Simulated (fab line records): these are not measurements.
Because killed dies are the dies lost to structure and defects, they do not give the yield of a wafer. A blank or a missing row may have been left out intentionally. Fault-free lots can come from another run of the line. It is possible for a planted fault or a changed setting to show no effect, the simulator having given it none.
Which of the tools did it? :: flow nand_harc :: Sampling: 7 lots, 21 wafers, 2 of 1302 route steps

## WHAT THE GAUGES READ, wafer by wafer
NHARC_THIN_TSV_CD_MEAS_16.
lot: L253
measured: day 24 11:16
on: cd_sem-03
cd_nm (nm): 1004.2 1001.5 1002.0

lot: L257
measured: day 26 05:08
on: cd_sem-03
cd_nm (nm): 1001.9 1003.1 1003.0

lot: L260
measured: day 26 20:57
on: cd_sem-01
cd_nm (nm): 1002.6 1002.2 1002.0

lot: L262
measured: day 27 21:47
on: cd_sem-03
cd_nm (nm): 1001.2 1004.6 999.5

lot: L269
measured: day 30 11:23
on: cd_sem-02
cd_nm (nm): 998.8 1002.6 1001.7

lot: L271
measured: day 32 03:24
on: cd_sem-03
cd_nm (nm): 1001.4 1001.0 1000.2

lot: L274
measured: day 33 13:03
on: cd_sem-01
cd_nm (nm): 1001.6 1002.1 1002.3

## TOOL THAT RAN EACH LOT (tool first, then ch and the chambers of the sampled wafers, then the start)
lot: L253
NHARC_A_DECK1_JOINT_ETCH_11: wet_bench-04 ch 0,1,2, day 11 20:16

lot: L257
NHARC_A_DECK1_JOINT_ETCH_11: wet_bench-06 ch 0,4,7, day 13 15:03

lot: L260
NHARC_A_DECK1_JOINT_ETCH_11: wet_bench-04 ch 1,2,3, day 14 10:30

lot: L262
NHARC_A_DECK1_JOINT_ETCH_11: wet_bench-04 ch 0,2,7, day 15 07:52

lot: L269
NHARC_A_DECK1_JOINT_ETCH_11: wet_bench-04 ch 5,6,7, day 18 04:44

lot: L271
NHARC_A_DECK1_JOINT_ETCH_11: wet_bench-04 ch 2,4,7, day 19 12:49

lot: L274
NHARC_A_DECK1_JOINT_ETCH_11: wet_bench-07 ch 1,2,4, day 20 21:48
- NHARC_A_DECK1_JOINT_ETCH_11: etches SiO2 in dHF, target depth 35 nm.

## THE ANSWER, worked out from the rows above alone
Rule: usual is defined by the lots themselves. The widest of any qualifying gaps counts: lots, ordered by their means at a reading, are off when they make up no more than a third of the lots, leave a main group of 4 or more, and stand apart from it by 3 or more times the standard deviation of that group's means. If all means in a main group match to the digits the tables above print for the reading, that group is not used. A lot without any number at a reading at which 4 lots or more have one is off too. The other lots that the step has rows for count as sound.
None of the lots is off at any reading shown; this tells nothing.

## WHAT HAD BEEN PUT IN BY THE SIMULATOR
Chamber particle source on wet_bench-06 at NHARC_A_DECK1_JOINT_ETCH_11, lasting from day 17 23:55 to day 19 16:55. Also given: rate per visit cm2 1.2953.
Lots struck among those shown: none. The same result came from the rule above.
